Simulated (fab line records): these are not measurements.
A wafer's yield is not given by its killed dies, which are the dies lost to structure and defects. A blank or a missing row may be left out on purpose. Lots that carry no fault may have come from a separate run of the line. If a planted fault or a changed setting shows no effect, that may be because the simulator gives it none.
fab line records	flow n5_finfet
[record] lots = 9	wafers = 27	last_day = 17
route steps=1938 shown BEOL_M3@1012 BEOL_M4@1021 PASSIVATION@1936
lots with no fault: from the same line, run without faults
start_h: the number of hours between the record's first day and the start of the first shown wafer of the lot	wait_h: hours since the lot's step before	" as in the row above	L1.1+2: a single row standing in for several wafers	- no value, or no start given	* or withheld: withheld	< > ~ a bound
route shown NAME@n: NAME is a module with steps in the file, n the number in the route of the first one	usual: mean/standard deviation taken from wafers without a fault	same: alike in all rows	chamber/n: place in a boat	sites: per-site readings	_std_site: their standard deviation	_edge_site: outer sites' mean less inner sites'	radius_mm: how far each site lies from the wafer's centre	mask NAME#n: copy n	behind: tool/chamber where the wafer was last shaped	hold: what put the lot on hold/how long, in hours/how the hold closed	device: the transistor (n, p or np) that didn't switch	end of line: tests run on the same wafers once the route is complete	for a step that has no rows: nothing shown but its recipe	killed: dies that structure and defects cost at the first sort, which is not the same as the wafer's yield	map: the dies of a wafer, with x for killed, . for not killed, _ for no die there
set.NAME: setting as actually run; set.NAME@STEP: the setting as run at that earlier step	model.NAME: the simulator's own value behind a step, which no gauge read
route steps across a sampled set of lots; one table per step, one row per wafer
services: a tool's chamber out of use, with start hour (start_h, from the record's first day; less than 0 if before it), hours out, and reason
[[steps]]
[step N5_BEOL_M3_ANNEAL_51]
[recipe] temp_c = 225	time_s = 90	ambient = N2
[usual] wafer_temp_C_max = 225.99/0.25
[same] time_s = 90
lot.wafer	tool	chamber	start_h	wait_h	wafer_temp_C_max
L423.1	rtp_anneal-01	0	166.09	0.1	226.05
L423.3	"	0	"	"	225.93
L423.6	"	0	"	"	226.31
L424.1	rtp_anneal-01	0	175.96	0.1	226.02
L424.3	"	0	"	"	226.02
L424.4	"	0	"	"	225.81
L425.1	rtp_anneal-01	0	179.82	0.5	225.97
L425.4	"	0	"	"	226.13
L425.6	"	0	"	"	226.17
L427.2	rtp_anneal-02	0	197.43	0.8	225.97
L427.3	"	0	"	"	226.28
L427.6	"	0	"	"	226.50
L434.1	rtp_anneal-01	0	228.37	0.1	225.57
L434.3	"	0	"	"	225.59
L434.4	"	0	"	"	225.57
L437.1	rtp_anneal-01	0	247.97	0.1	226.11
L437.3	"	0	"	"	226.03
L437.4	"	0	"	"	226.17
L439.2	rtp_anneal-01	0	258.02	0.1	225.68
L439.4	"	0	"	"	225.66
L439.5	"	0	"	"	225.91
L440.1	rtp_anneal-01	0	279.75	0.1	226.12
L440.4	"	0	"	"	226.27
L440.6	"	0	"	"	226.40
L446.2	rtp_anneal-02	0	297.83	0.1	226.62
L446.3	"	0	"	"	226.14
L446.4	"	0	"	"	226.00
[step N5_BEOL_M3_PRE_CLEAN_60]
[recipe] gas = NH3/H2	time_s = 15	temp_c = *	rf_power_w = 300
[usual] heater_power_outer_w = 15/11	heater_power_w = 71/18
[same] time_s = 15
lot.wafer	tool	chamber	start_h	wait_h	heater_power_outer_w	heater_power_w
L423.1	cvd_co-01	2	166.73	0.0	21	83
L423.3	"	1	"	"	23	82
L423.6	"	2	"	"	21	81
L424.1	cvd_co-02	1	176.59	0.0	0	43
L424.3	"	0	"	"	34	98
L424.4	"	2	"	"	5	65
L425.1	cvd_co-02	1	180.45	0.0	0	41
L425.4	"	0	"	"	34	100
L425.6	"	1	"	"	0	42
L427.2	cvd_co-01	0	198.01	0.0	5	52
L427.3	"	1	"	"	22	81
L427.6	"	0	"	"	5	52
L434.1	cvd_co-01	0	229.00	0.0	5	54
L434.3	"	2	"	"	21	83
L434.4	"	0	"	"	5	53
L437.1	cvd_co-01	0	248.77	0.0	5	53
L437.3	"	2	"	"	22	82
L437.4	"	0	"	"	5	53
L439.2	cvd_co-01	1	258.60	0.0	23	81
L439.4	"	2	"	"	21	80
L439.5	"	0	"	"	5	53
L440.1	cvd_co-01	2	280.38	0.0	21	82
L440.4	"	2	"	"	21	83
L440.6	"	0	"	"	5	53
L446.2	cvd_co-01	0	298.44	0.0	5	55
L446.3	"	0	"	"	6	53
L446.4	"	2	"	"	21	82
[step N5_BEOL_M4_ILD_DEP_00]
[recipe] material = SiOC	target_thk_a = 790	temp_c = 350	precursor = DEMS/O2	pressure_torr = 5	rf_w = 500	time_s = 15.3
[usual] chamber_pressure_Torr = 5.000/0.011	heater_power_outer_w = 252/34	heater_power_w = 478/56	showerhead_plenum_p_Torr = 5.695/0.015	throttle_valve_pct = 12.0/0.82
[same] time_s = 15.3
lot.wafer	tool	chamber	start_h	wait_h	chamber_pressure_Torr	heater_power_outer_w	heater_power_w	showerhead_plenum_p_Torr	throttle_valve_pct
L423.1	pecvd-02	2	167.02	0.0	5.014	197	393	5.683	11.5
L423.3	"	0	"	"	5.008	296	564	5.729	11.9
L423.6	"	1	"	"	4.999	271	475	5.670	11.2
L424.1	pecvd-03	2	176.87	0.0	5.013	260	480	5.697	10.5
L424.3	"	1	"	"	5.003	213	397	5.689	12.8
L424.4	"	1	"	"	5.006	216	395	5.705	12.8
L425.1	pecvd-03	1	180.74	0.0	5.008	236	433	5.682	12.7
L425.4	"	2	"	"	4.989	288	523	5.703	10.4
L425.6	"	0	"	"	4.988	274	535	5.688	12.9
L427.2	pecvd-01	0	198.30	0.0	4.995	254	504	5.712	14.3
L427.3	"	2	"	"	4.997	184	372	5.666	11.8
L427.6	"	0	"	"	5.018	259	509	5.696	14.1
L434.1	pecvd-03	1	229.32	0.0	5.001	209	388	5.701	12.8
L434.3	"	0	"	"	4.991	269	540	5.693	12.3
L434.4	"	2	"	"	5.012	297	523	5.702	10.8
L437.1	pecvd-03	1	249.09	0.0	4.996	241	436	5.704	13.0
L437.3	"	2	"	"	5.009	274	513	5.710	10.8
L437.4	"	2	"	"	4.989	270	501	5.707	10.9
L439.2	pecvd-02	1	258.89	0.0	5.013	279	483	5.672	11.7
L439.4	"	0	"	"	5.014	258	520	5.721	12.0
L439.5	"	1	"	"	5.002	275	489	5.688	11.9
L440.1	pecvd-02	2	280.80	0.0	4.985	205	406	5.691	11.4
L440.4	"	0	"	"	4.982	310	566	5.709	12.1
L440.6	"	2	"	"	4.972	206	406	5.693	11.8
L446.2	pecvd-01	0	298.78	0.0	4.985	315	591	5.707	14.0
L446.3	"	1	"	"	5.016	291	551	5.682	12.1
L446.4	"	1	"	"	5.004	296	568	5.697	12.1
[step N5_BEOL_M4_THK_MEAS_01]
[recipe] reads = SiOC_of_BEOL_M4_ILD_DEP_00
[usual] M4_ILD_THK = 79.4/1.1
lot.wafer	tool	chamber	start_h	wait_h	M4_ILD_THK[nm]
L423.1	film_metro-01	-	167.09	0.0	78.7
L423.3	"	-	"	"	77.5
L423.6	"	-	"	"	78.6
L424.1	film_metro-01	-	176.94	0.0	78.5
L424.3	"	-	"	"	78.9
L424.4	"	-	"	"	80.5
L425.1	film_metro-01	-	180.80	0.0	79.8
L425.4	"	-	"	"	79.1
L425.6	"	-	"	"	81.3
L427.2	film_metro-02	-	198.36	0.1	80.0
L427.3	"	-	"	"	79.5
L427.6	"	-	"	"	79.6
L434.1	film_metro-01	-	229.39	0.0	61.9
L434.3	"	-	"	"	79.3
L434.4	"	-	"	"	81.4
L437.1	film_metro-02	-	249.16	0.0	62.5
L437.3	"	-	"	"	80.7
L437.4	"	-	"	"	81.1
L439.2	film_metro-02	-	258.98	0.1	78.2
L439.4	"	-	"	"	80.4
L439.5	"	-	"	"	78.5
L440.1	film_metro-02	-	280.87	0.0	79.6
L440.4	"	-	"	"	81.3
L440.6	"	-	"	"	82.1
L446.2	film_metro-01	-	298.85	0.1	79.0
L446.3	"	-	"	"	77.5
L446.4	"	-	"	"	79.9
[step N5_BEOL_M4_HM_DEP_02]
[recipe] material = TiN	target_thk_a = 200	temp_c = 25	chamber_pressure_pa = 0.49996
[usual] chamber_pressure_pa = 0.4999/0.00092	throttle_valve_pct = 29.8/0.99
lot.wafer	tool	chamber	start_h	wait_h	chamber_pressure_pa	throttle_valve_pct
L423.1	pvd_sputter-02	-	168.09	1.0	0.4985	30.4
L423.3	"	-	"	"	0.4987	30.3
L423.6	"	-	"	"	0.4992	30.7
L424.1	pvd_sputter-03	-	178.17	1.2	0.5002	31.8
L424.3	"	-	"	"	0.4992	29.7
L424.4	"	-	"	"	0.5017	29.9
L425.1	pvd_sputter-01	-	181.78	0.9	0.5005	30.4
L425.4	"	-	"	"	0.5006	29.7
L425.6	"	-	"	"	0.5004	27.6
L427.2	pvd_sputter-02	-	199.24	0.8	0.4994	28.9
L427.3	"	-	"	"	0.5005	30.3
L427.6	"	-	"	"	0.4984	29.9
L434.1	pvd_sputter-02	-	231.63	2.2	0.5018	28.9
L434.3	"	-	"	"	0.4995	29.7
L434.4	"	-	"	"	0.5008	30.1
L437.1	pvd_sputter-03	-	249.29	0.1	0.5011	29.6
L437.3	"	-	"	"	0.5002	30.5
L437.4	"	-	"	"	0.4992	29.2
L439.2	pvd_sputter-01	-	259.66	0.6	0.4993	27.4
L439.4	"	-	"	"	0.4992	30.3
L439.5	"	-	"	"	0.4990	27.4
L440.1	pvd_sputter-01	-	282.99	2.1	0.4979	29.8
L440.4	"	-	"	"	0.5003	27.4
L440.6	"	-	"	"	0.5005	27.5
L446.2	pvd_sputter-02	-	299.21	0.3	0.5003	30.0
L446.3	"	-	"	"	0.4992	30.1
L446.4	"	-	"	"	0.4989	29.8
[step N5_BEOL_M4_RC_MEAS_101]
[usual] DIBL_N = 35.3/1.5	DIBL_P = 35.3/1.9	IOFF_N = 0.145/0.027	IOFF_P = 0.20/0.033	ION_N = 670/12	ION_P = 462/6.8	SS_N = 71.3/0.6	SS_P = 73.1/0.7	VT_N = 251/3.4	VT_P = -251/3.2
lot.wafer	tool	chamber	start_h	wait_h	DIBL_N[mV/V]	DIBL_P[mV/V]	IOFF_N[nA/um]	IOFF_P[nA/um]	ION_N[uA/um]	ION_P[uA/um]	SS_N[mV/dec]	SS_P[mV/dec]	VT_N[mV]	VT_P[mV]
L423.1	prober-02	0	182.71	0.0	35.3	35.0	0.147	0.18	670	456	71.7	72.2	248	-254
L423.3	"	0	"	"	33.1	32.6	0.115	0.16	664	458	70.6	72.7	254	-252
L423.6	"	0	"	"	35.4	35.4	0.157	0.20	679	466	70.9	72.6	248	-247
L425.1	prober-02	0	192.03	0.0	33.6	35.7	0.140	0.19	675	461	70.7	74.2	247	-252
L425.4	"	0	"	"	36.0	38.2	0.180	0.24	683	466	71.5	73.6	245	-249
L425.6	"	0	"	"	35.5	37.7	0.182	0.22	686	462	71.5	74.4	246	-248
L424.1	prober-01	0	193.92	0.0	35.0	35.7	0.138	0.18	659	450	71.0	73.1	254	-253
L424.3	"	0	"	"	36.3	38.0	0.166	0.21	680	460	71.8	74.1	249	-251
L424.4	"	0	"	"	36.2	37.4	0.154	0.20	666	455	71.5	73.9	251	-251
L427.2	prober-02	0	206.93	0.2	34.1	32.8	0.123	0.19	667	463	70.3	72.7	251	-251
L427.3	"	0	"	"	35.1	32.7	0.135	0.19	666	460	70.8	72.9	249	-251
L427.6	"	0	"	"	35.1	32.5	0.121	0.18	654	452	70.6	72.9	253	-252
L434.1	prober-01	0	250.96	0.0	34.0	34.9	0.120	0.19	654	458	70.6	72.7	256	-250
L434.3	"	0	"	"	31.6	31.7	0.090	0.15	637	446	70.3	72.0	260	-251
L434.4	"	0	"	"	35.0	35.7	0.139	0.20	672	465	70.4	73.0	252	-249
L437.1	prober-01	0	259.88	0.0	36.2	36.4	0.143	0.19	669	458	71.5	73.0	250	-252
L437.3	"	0	"	"	34.2	35.0	0.112	0.17	657	459	71.6	72.5	255	-251
L437.4	"	0	"	"	35.7	36.0	0.139	0.19	677	465	70.9	73.7	251	-252
L439.2	prober-01	0	277.69	0.2	33.4	31.0	0.119	0.16	656	459	70.7	72.1	255	-252
L439.4	"	0	"	"	37.6	36.8	0.200	0.24	695	468	72.2	73.1	247	-248
L439.5	"	0	"	"	37.0	36.0	0.192	0.23	694	466	71.7	73.6	245	-247
L440.1	prober-01	0	291.23	0.0	35.8	35.4	0.139	0.19	667	461	71.4	72.9	256	-252
L440.4	"	0	"	"	34.0	33.6	0.103	0.17	641	449	71.2	73.1	257	-254
L440.6	"	0	"	"	37.7	37.9	0.166	0.23	659	453	71.9	73.5	251	-252
L446.2	prober-01	0	311.05	0.2	36.4	36.2	0.156	0.21	663	459	71.5	73.0	250	-249
L446.3	"	0	"	"	35.1	34.7	0.147	0.19	675	458	70.4	72.8	249	-250
L446.4	"	0	"	"	34.8	33.9	0.126	0.17	657	457	70.7	72.9	252	-255
[step N5_PASSIVATION_PROBE_49]
[usual] defect_limited_yield = 91.2/1.5	killed_at_M0_to_M3 = 34/11	killed_at_M4_up = 14/5.4	killed_at_contacts = 12/5.9	killed_at_front_end = 40/12	killed_at_other = 4/3.3	killed_dies = 103/18	killed_open = 68/13	killed_short = 34/7.5	sort_bin_5_function = 5.1/1	sort_bin_6_memory = 3.3/0.7	sort_bin_8_speed = 0.03/0.27	sort_n_pass = 1076/18	sort_yield_pct = 91.2/1.5
[same] gross_dies = 1180	killed_at_back_side = 0	sort_bin_4_leakage[%] = 0
lot.wafer	tool	chamber	start_h	wait_h	defect_limited_yield[%]	killed_at_M0_to_M3	killed_at_M4_up	killed_at_contacts	killed_at_front_end	killed_at_other	killed_dies	killed_open	killed_short	sort_bin_5_function[%]	sort_bin_6_memory[%]	sort_bin_8_speed[%]	sort_n_pass	sort_yield_pct[%]
L434.1	prober-01	-	356.39	0.0	89.6	43	26	17	31	6	123	82	32	5.3	4.2	0	1057	89.6
L437.1	prober-02	-	357.50	0.0	89.6	34	34	12	42	1	123	88	29	6.5	3.1	0	1057	89.6
L446.2	prober-01	-	416.38	0.1	91.8	39	19	8	30	1	97	60	37	4.7	3.6	0	1083	91.8
L446.3	prober-01	-	416.43	0.1	90.3	52	16	15	30	1	114	77	37	5.7	3.8	0	1066	90.3
L446.4	prober-01	-	416.48	0.2	89.5	48	15	19	40	2	124	85	39	6.4	3.9	0	1056	89.5
// killed by level:class
L434.1 MOL_CONTACT_COAG:geometric_particle:open=16 STI_FIN_REVEAL:geometric_particle:open=10 BEOL_M3:geometric_particle:open=9 BEOL_M1:geometric_particle:open=8 BEOL_M4:area_dep=8 BEOL_M0_SAQP:geometric_particle:short=7 BEOL_M2:geometric_particle:open=6 BEOL_M4:geometric_particle:open=6
L437.1 STI_FIN_REVEAL:geometric_particle:open=14 BEOL_M4:geometric_particle:open=13 MOL_CONTACT_COAG:geometric_particle:open=11 BEOL_M1:geometric_particle:open=10 BEOL_M0_SAQP:geometric_particle:open=8 BEOL_M4:area_dep=6 BEOL_M0_SAQP:geometric_particle:short=5 BEOL_M2:geometric_particle:open=5
L446.2 STI_FIN_REVEAL:geometric_particle:open=10 BEOL_M0_SAQP:geometric_particle:short=10 BEOL_M0_SAQP:geometric_particle:open=9 BEOL_M1:geometric_particle:open=8 BEOL_M4:geometric_particle:short=7 FIN_SAQP:geometric_particle:short=5 MOL_CONTACT_COAG:geometric_particle:open=5 BEOL_M0:geometric_particle:open=5
L446.3 BEOL_M0_SAQP:geometric_particle:short=14 MOL_CONTACT_COAG:geometric_particle:open=13 BEOL_M2:geometric_particle:open=10 STI_FIN_REVEAL:geometric_particle:open=8 BEOL_M3:geometric_particle:open=8 BEOL_M0_SAQP:geometric_particle:open=7 BEOL_M0:geometric_particle:short=5 BEOL_M1:geometric_particle:open=5
L446.4 MOL_CONTACT_COAG:geometric_particle:open=16 FIN_SAQP:geometric_particle:open=12 FIN_SAQP:geometric_particle:short=10 BEOL_M0_SAQP:geometric_particle:short=9 BEOL_M0_SAQP:geometric_particle:open=8 BEOL_M2:geometric_particle:open=8 BEOL_M3:geometric_particle:open=8 BEOL_M4:geometric_particle:open=8
[[services]]
tool	chamber	start_h	hours	kind
pecvd-02	0	143.40	5.5	scheduled_down
pvd_sputter-03	-	152.30	1.4	repair
pecvd-02	-	163.04	0.4	repair
cvd_co-02	0	183.96	5.5	repair
rtp_anneal-01	-	190.38	1.0	pm
cvd_co-02	2	191.18	10.4	repair
cvd_co-01	-	194.75	0.4	repair
pecvd-03	0	197.26	5.5	scheduled_down
pecvd-02	1	205.32	29.0	repair
pecvd-03	1	225.62	2.1	scheduled_down
pecvd-01	1	235.83	46.6	repair
cvd_co-01	-	238.04	2.7	repair
rtp_anneal-02	-	238.78	2.8	pm
pecvd-02	-	241.27	0.6	repair
pecvd-02	2	258.87	2.1	scheduled_down
cvd_co-02	-	263.99	6.9	pm
pecvd-01	-	271.40	0.5	repair
cvd_co-02	1	271.56	2.1	repair
pecvd-01	2	273.42	4.2	repair
pvd_sputter-02	-	281.96	0.5	repair
cvd_co-01	1	296.73	4.2	repair
[[key]]
[first_sign] step = N5_BEOL_M4_THK_MEAS_01	reading = M4_ILD_THK	direction = down	sigmas = 16	usual = 79.4	struck = 62.2
effect none on later readings
met_at N5_BEOL_M4_ILD_DEP_00
struck_lots L434,L437
struck_wafers L434.1,L437.1
not_acting_at N5_BEOL_M3_ANNEAL_51,N5_BEOL_M3_PRE_CLEAN_60,N5_BEOL_M4_HM_DEP_02
onset_between 180.74 229.32
[fault] kind = site_profile_drift	tool = pecvd-03	chamber = 1	onset_h = 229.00	steps = N5_BEOL_M4_ILD_DEP_00	basis = fraction	max_abs_drift = 0.4703	slope_share_per_hr = 104.51	site_pattern = 0,0,0,0,0,-1,-1,-1,-1
